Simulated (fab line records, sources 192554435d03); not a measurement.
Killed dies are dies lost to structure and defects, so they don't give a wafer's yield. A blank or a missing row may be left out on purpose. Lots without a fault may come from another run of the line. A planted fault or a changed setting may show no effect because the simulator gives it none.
fab line records | flow n5_finfet
record lots=14 wafers=37 last_day=18
route steps=1938 shown HKMG_FIN@431
lots that met no fault: from a run of the same line without faults
start_h: hours from the record's first day to the start of the lot's first wafer shown | wait_h: hours since the lot's step before | " the same as in the row above | L1.1+2: a row that stands for several wafers | - no value, or no start given | * or withheld: withheld | < > ~ a bound
route shown NAME@n: a module of which the file shows steps, and the number in the route of the first | usual: mean/standard deviation of fault-free wafers | same: alike in all rows | chamber/n: place in a boat | sites: the reading at each site | _std_site: their standard deviation | _edge_site: outer sites' mean less inner sites' | radius_mm: how far each site lies from the wafer's centre | mask NAME#n: copy n | behind: the tool/chamber that last shaped the wafer | hold: why the lot was held/for how many hours/how that ended | device: the transistor (n, p or np) that didn't switch | end of line: the same wafers' tests at the end of the route | a step without rows: its recipe alone | killed: dies lost to structure and defects at the first sort, not the wafer's yield | map: a wafer's dies, x killed, . not, _ none there
set.NAME: the setting as run; set.NAME@STEP: as run at that earlier step | model.NAME: the simulator's own value behind a step, which no gauge read
steps of the route over a sample of lots; a table a step, a row a wafer
services: from which hour (start_h, from the record's first day; less than 0 if before it) a tool's chamber was out of use, for how many hours, and why
## steps
# step N5_HKMG_FIN_OVL_MEAS_13
# recipe points_per_wafer=44
# usual NWFM_OVL=0.4/0.77
# columns lot.wafer tool chamber start_h wait_h NWFM_OVL[nm]
L135.3 overlay-02 0 80.77 0.0 -1.2
L135.4 " 0 " " 0.2
L135.6 " 0 " " 0.4
L136.1 overlay-02 0 88.44 0.0 0.3
L136.2 " 0 " " 1.4
L136.6 " 0 " " 1.3
L137.3 overlay-02 0 93.16 0.0 0.0
L137.4 " 0 " " 0.1
L137.5 " 0 " " 0.4
L138.1 overlay-01 0 99.09 0.0 0.7
L138.4 " 0 " " 0.8
L139.1 overlay-01 0 105.02 0.0 0.1
L139.6 " 0 " " 0.6
L140.1 overlay-01 0 110.25 0.0 0.7
L140.6 " 0 " " -0.4
L141.4 overlay-02 0 121.05 0.0 1.3
L141.6 " 0 " " 1.3
L142.2 overlay-02 0 127.03 0.0 1.5
L142.4 " 0 " " 1.0
L142.5 " 0 " " 0.8
L143.2 overlay-02 0 130.23 0.0 -0.7
L143.3 " 0 " " 0.4
L143.4 " 0 " " -0.1
L149.2 overlay-02 0 164.60 0.0 1.1
L149.6 " 0 " " 1.4
L150.1 overlay-02 0 171.28 0.0 0.8
L150.2 " 0 " " 0.0
L150.4 " 0 " " -0.5
L151.4 overlay-02 0 176.17 0.0 0.9
L151.5 " 0 " " 1.3
L151.6 " 0 " " 0.8
L155.4 overlay-01 0 205.95 0.0 1.5
L155.5 " 0 " " 0.4
L155.6 " 0 " " 1.4
L156.3 overlay-02 0 206.64 0.0 -0.2
L156.5 " 0 " " 0.1
L156.6 " 0 " " -0.1
# step N5_HKMG_FIN_STRIP_88
# recipe chemistry=N2/H2 power_w=2500 temp_c=300 h2_frac=0.65 time_s=360 pressure_mtorr=withheld n2_flow_sccm=1750 h2_flow_sccm=3250
# usual drypump_motor_current_A=5.6/0.33 h2_flow_sccm=3249/10 heater_power_w=457/16
# columns lot.wafer tool chamber start_h wait_h drypump_motor_current_A h2_flow_sccm heater_power_w rf_hours_counter_h
L135.3 plasma_asher-02 1 82.52 0.1 5.5 3251 440 -
L135.4 " 0 " " 5.3 3256 480 -
L135.6 " 0 " " 5.3 3250 483 -
L136.1 plasma_asher-02 1 90.07 0.0 5.5 3247 441 39
L136.2 " 0 " " 5.2 3256 463 39
L136.6 " 1 " " 5.6 3258 434 -
L137.3 plasma_asher-02 0 95.22 0.1 5.3 3265 472 -
L137.4 " 1 " " 5.5 3246 442 -
L137.5 " 1 " " 5.5 3255 439 -
L138.1 plasma_asher-01 1 100.72 0.0 5.6 3234 443 93
L138.4 " 0 " " 6.2 3243 445 -
L139.1 plasma_asher-02 0 106.82 0.0 5.3 3254 468 43
L139.6 " 0 " " 5.3 3249 476 -
L140.1 plasma_asher-01 0 111.89 0.0 6.2 3255 457 95
L140.6 " 0 " " 6.2 3244 472 -
L141.4 plasma_asher-01 1 122.81 0.1 5.7 3238 446 -
L141.6 " 1 " " 5.7 3234 450 -
L142.2 plasma_asher-02 1 128.67 0.0 5.5 3256 446 45
L142.4 " 0 " " 5.3 3241 484 -
L142.5 " 0 " " 5.3 3241 467 -
L143.2 plasma_asher-01 1 131.86 0.0 5.7 3231 436 99
L143.3 " 1 " " 5.7 3246 458 -
L143.4 " 0 " " 6.2 3252 452 -
L149.2 plasma_asher-02 1 166.23 0.0 5.5 3244 434 50
L149.6 " 1 " " 5.5 3248 451 -
L150.1 plasma_asher-02 1 172.93 0.0 5.5 3249 448 51
L150.2 " 0 " " 5.3 3265 476 51
L150.4 " 1 " " 5.5 3244 437 -
L151.4 plasma_asher-02 0 178.19 0.1 5.3 3267 470 -
L151.5 " 1 " " 5.5 3252 449 -
L151.6 " 0 " " 5.3 3265 478 -
L155.4 plasma_asher-01 0 207.70 0.1 6.2 3259 445 -
L155.5 " 0 " " 6.2 3250 462 -
L155.6 " 1 " " 5.7 3242 451 -
L156.3 plasma_asher-02 0 208.38 0.1 5.3 3256 482 -
L156.5 " 0 " " 5.3 3261 478 -
L156.6 " 1 " " 5.5 3248 437 -
# step N5_HKMG_FIN_NWFM_ALD_20
# recipe material=TiAlC target_thk_a=20 temp_c=300 ald_precursor_family=TiCl4 ald_co_reactant=TEA pulse_time_s=3 purge_time_s=2 co_reactant_purge_time_s=2 co_reactant_pulse_time_s=10 ald_cycles=7 pressure_torr=3
# usual ald_cycles=7/0 heater_power_w=499/55 precursor_pulse_height_rel=1.000/0.022
# columns lot.wafer tool chamber start_h wait_h ald_cycles heater_power_w precursor_pulse_height_rel since_wet_clean_h
L135.3 ald_metal-03 1 82.79 0.1 7 480 0.964 4361
L135.4 " 3 " " 7 510 0.998 4361
L135.6 " 0 " " 7 506 0.995 -
L136.1 ald_metal-02 0 90.45 0.3 7 476 1.008 5907
L136.2 " 1 " " 7 511 1.011 5907
L136.6 " 1 " " 7 543 0.982 -
L137.3 ald_metal-04 3 95.49 0.1 7 417 1.014 2835
L137.4 " 0 " " 7 536 1.003 2835
L137.5 " 1 " " 7 535 0.988 -
L138.1 ald_metal-03 0 101.11 0.3 7 511 1.049 4379
L138.4 " 2 " " 7 439 0.985 4379
L139.1 ald_metal-03 2 107.20 0.3 7 440 1.005 4385
L139.6 " 3 " " 7 520 0.982 -
L140.1 ald_metal-03 2 112.27 0.3 7 448 0.988 4391
L140.6 " 0 " " 7 505 0.990 -
L141.4 ald_metal-04 0 123.07 0.1 7 515 0.969 2863
L141.6 " 3 " " 7 417 1.027 -
L142.2 ald_metal-02 3 129.05 0.3 7 416 1.002 5946
L142.4 " 2 " " 7 474 1.032 5946
L142.5 " 3 " " 7 414 1.010 -
L143.2 ald_metal-03 3 132.25 0.3 7 520 1.024 4411
L143.3 " 2 " " 7 430 1.002 4411
L143.4 " 1 " " 7 466 0.993 4411
L149.2 ald_metal-04 0 166.62 0.3 4 512 0.993 2906
L149.6 " 1 " " 7 552 0.990 -
L150.1 ald_metal-04 2 173.32 0.3 7 598 1.051 2913
L150.2 " 3 " " 4 416 1.005 2913
L150.4 " 0 " " 7 527 0.978 2913
L151.4 ald_metal-04 3 178.46 0.1 7 417 1.006 2918
L151.5 " 1 " " 4 534 0.988 -
L151.6 " 0 " " 7 528 0.960 -
L155.4 ald_metal-03 0 207.96 0.1 7 494 0.962 4486
L155.5 " 1 " " 7 478 1.000 -
L155.6 " 2 " " 7 433 0.980 -
L156.3 ald_metal-02 0 208.65 0.1 7 478 0.987 6025
L156.5 " 1 " " 7 533 1.011 -
L156.6 " 0 " " 7 459 1.039 -
# step N5_HKMG_FIN_ALD_71
# recipe material=TiN target_thk_a=10 temp_c=400 ald_precursor_family=TiCl4 ald_co_reactant=NH3 pulse_time_s=1 purge_time_s=3 co_reactant_purge_time_s=2 co_reactant_pulse_time_s=2 ald_cycles=47 pressure_torr=3
# usual ald_cycles=47/0 heater_power_w=890/98 precursor_pulse_height_rel=0.999/0.018
# columns lot.wafer tool chamber start_h wait_h ald_cycles heater_power_w precursor_pulse_height_rel since_wet_clean_h
L135.3 ald_metal-03 1 82.88 0.0 47 869 1.001 4361
L135.4 " 3 " " 47 937 1.009 4361
L135.6 " 0 " " 47 903 0.992 -
L136.1 ald_metal-02 0 90.55 0.0 47 815 1.014 5907
L136.2 " 1 " " 47 977 1.022 5907
L136.6 " 1 " " 47 956 0.983 -
L137.3 ald_metal-04 3 95.59 0.0 47 755 0.982 2835
L137.4 " 0 " " 47 938 0.992 2835
L137.5 " 1 " " 47 976 1.005 -
L138.1 ald_metal-03 0 101.21 0.0 47 903 0.994 4380
L138.4 " 2 " " 47 798 1.008 4380
L139.1 ald_metal-03 2 107.30 0.0 47 776 1.006 4386
L139.6 " 3 " " 47 956 0.980 -
L140.1 ald_metal-03 0 112.37 0.0 47 887 0.990 4391
L140.6 " 2 " " 47 777 0.972 -
L141.4 ald_metal-04 0 123.17 0.0 47 960 0.998 2863
L141.6 " 3 " " 47 725 0.999 -
L142.2 ald_metal-02 3 129.15 0.0 47 744 1.005 5946
L142.4 " 2 " " 47 858 1.012 5946
L142.5 " 3 " " 47 759 0.997 -
L143.2 ald_metal-03 3 132.35 0.0 47 893 1.011 4411
L143.3 " 2 " " 47 760 1.001 4411
L143.4 " 1 " " 47 843 0.988 4411
L149.2 ald_metal-04 0 166.72 0.0 47 922 1.022 2907
L149.6 " 1 " " 47 967 1.030 -
L150.1 ald_metal-04 2 173.42 0.0 47 1070 1.005 2913
L150.2 " 3 " " 47 726 0.990 2913
L150.4 " 0 " " 47 919 0.999 2913
L151.4 ald_metal-04 3 178.56 0.0 47 734 1.021 2918
L151.5 " 1 " " 47 976 1.012 -
L151.6 " 0 " " 47 947 1.042 -
L155.4 ald_metal-03 0 208.06 0.0 47 896 0.975 4486
L155.5 " 1 " " 47 843 1.006 -
L155.6 " 2 " " 47 779 1.006 -
L156.3 ald_metal-02 0 208.75 0.0 47 850 0.968 6026
L156.5 " 1 " " 47 956 0.984 -
L156.6 " 0 " " 47 822 1.022 -
## services
# columns tool chamber start_h hours kind
plasma_asher-02 - 64.01 2.1 repair
ald_metal-03 - 96.98 0.6 repair
plasma_asher-02 - 146.34 14.6 repair
plasma_asher-01 - 182.05 4.8 repair
ald_metal-04 - 205.36 2.8 pm
## key
first_sign step=N5_HKMG_FIN_NWFM_ALD_20 reading=ald_cycles direction=down sigmas=99+ usual=* struck=*
effect none on later readings
met_at N5_HKMG_FIN_NWFM_ALD_20
struck_lots L149,L150,L151
struck_wafers L149.2,L150.2,L151.5
tester_left_out L149,L150,L151
not_acting_at N5_HKMG_FIN_OVL_MEAS_13,N5_HKMG_FIN_STRIP_88,N5_HKMG_FIN_ALD_71
onset_between 123.07 166.62
fault kind=process_parameter_drift tool=ald_metal-04 chamber=- onset_h=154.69 steps=N5_HKMG_FIN_NWFM_ALD_20 channel=ald_cycles offset=* shape=step end_h=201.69 scope=struck_wafers_only acts_in=* stated=*
# tester_left_out: of these lots the tester's yield and bins aren't shown, on N5 and GAA mostly nor the transistor test; their killed dies are dies lost to structure and defects alone, not to doping, threshold or leakage, so they don't give the yield
